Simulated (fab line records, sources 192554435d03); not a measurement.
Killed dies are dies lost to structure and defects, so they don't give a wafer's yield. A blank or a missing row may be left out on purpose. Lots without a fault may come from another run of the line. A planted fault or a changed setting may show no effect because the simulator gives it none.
Chamber matching | flow n5_finfet | N5_GATE_CUT_ETCH_36 on rie_diel-03: 4 sister chambers
The step etches SiARC in CF4, target depth 13 nm, time 21.7 s. 22 wafers are shown with their chamber, then 11 later ones without.

WAFERS WITH THEIR CHAMBER
wafer  | chamber | drypump_motor_current_A (A) | showerhead_plenum_p_Torr (Torr) | oes_product_au (a.u.)
L075.2 | 0       | 6.1                         | 2.05                            | 0.66
L075.4 | 3       | 6.2                         | 2.08                            | 0.71
L075.6 | 1       | 4.7                         | 2.20                            | 0.58
L076.1 | 0       | 6.2                         | 2.05                            | 0.66
L076.2 | 3       | 6.2                         | 2.08                            | 0.71
L076.4 | 2       | 6.2                         | 2.07                            | 0.65
L077.1 | 2       | 6.2                         | 2.07                            | 0.64
L077.2 | 0       | 6.0                         | 2.05                            | 0.66
L077.5 | 0       | 6.1                         | 2.05                            | 0.66
L079.3 | 1       | 4.7                         | 2.20                            | 0.58
L079.4 | 2       | 6.2                         | 2.07                            | 0.64
L079.6 | 3       | 6.2                         | 2.08                            | 0.70
L080.3 | 3       | 6.2                         | 2.08                            | 0.70
L080.5 | 2       | 6.2                         | 2.06                            | 0.63
L080.6 | 3       | 6.2                         | 2.08                            | 0.69
L081.2 | 0       | 6.1                         | 2.05                            | 0.65
L081.3 | 1       | 4.7                         | 2.20                            | 0.58
L081.4 | 2       | 6.2                         | 2.06                            | 0.63
L086.2 | 1       | 4.7                         | 2.19                            | 0.57
L086.3 | 2       | 6.2                         | 2.06                            | 0.63
L086.6 | 0       | 6.1                         | 2.05                            | 0.64
L090.1 | 3       | 6.2                         | 2.07                            | 0.69

SIGNATURES (means of the wafers above)
reading                  | chamber 0 | chamber 1 | chamber 2 | chamber 3 | scatter within a chamber
drypump_motor_current_A  | 6.100     | 4.700     | 6.200     | 6.200     | 0.0333
showerhead_plenum_p_Torr | 2.0500    | 2.1975    | 2.0650    | 2.0783    | 0.00414
oes_product_au           | 0.6550    | 0.5775    | 0.6367    | 0.7000    | 0.00802
Rule: a wafer's distance from a chamber is the root of the sum, over the readings, of the square of ((its reading less the chamber's mean) divided by the reading's scatter). The wafer belongs to the nearest chamber; if the next one is less than 2 further off, it can't be placed. The scatter: the root of (the sum of the squares of (reading less its chamber's mean) over the shown wafers, divided by (wafers less chambers)).

WAFERS WITHOUT THEIR CHAMBER
wafer  | drypump_motor_current_A (A) | showerhead_plenum_p_Torr (Torr) | oes_product_au (a.u.)
L090.3 | 6.2                         | 2.06                            | 0.62
L090.4 | 6.1                         | 2.04                            | 0.64
L094.1 | 6.1                         | 2.04                            | 0.64
L094.5 | 6.2                         | 2.06                            | 0.61
L094.6 | 4.7                         | 2.19                            | 0.86
L096.1 | 6.2                         | 2.05                            | 0.61
L096.4 | 6.1                         | 2.04                            | 0.64
L096.5 | 6.2                         | 2.07                            | 0.67
L097.1 | 6.1                         | 2.04                            | 0.63
L097.3 | 6.2                         | 2.05                            | 0.62
L097.5 | 4.7                         | 2.19                            | 0.82

WHICH CHAMBER EACH WENT THROUGH
wafer  | from the rows above          | in truth
L090.3 | 2                            | 2
L090.4 | 0                            | 0
L094.1 | 0                            | 0
L094.5 | 2                            | 2
L094.6 | 1                            | 1
L096.1 | can't be placed: 2 or 0      | 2
L096.4 | 0                            | 0
L096.5 | can't be placed: 3 or 2 or 0 | 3
L097.1 | 0                            | 0
L097.3 | can't be placed: 2 or 0      | 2
L097.5 | 1                            | 1
Placed correctly: 8 of 11. Can't be placed from these rows: 3 (the true chamber is among the candidates in 3). Placed wrongly: 0.
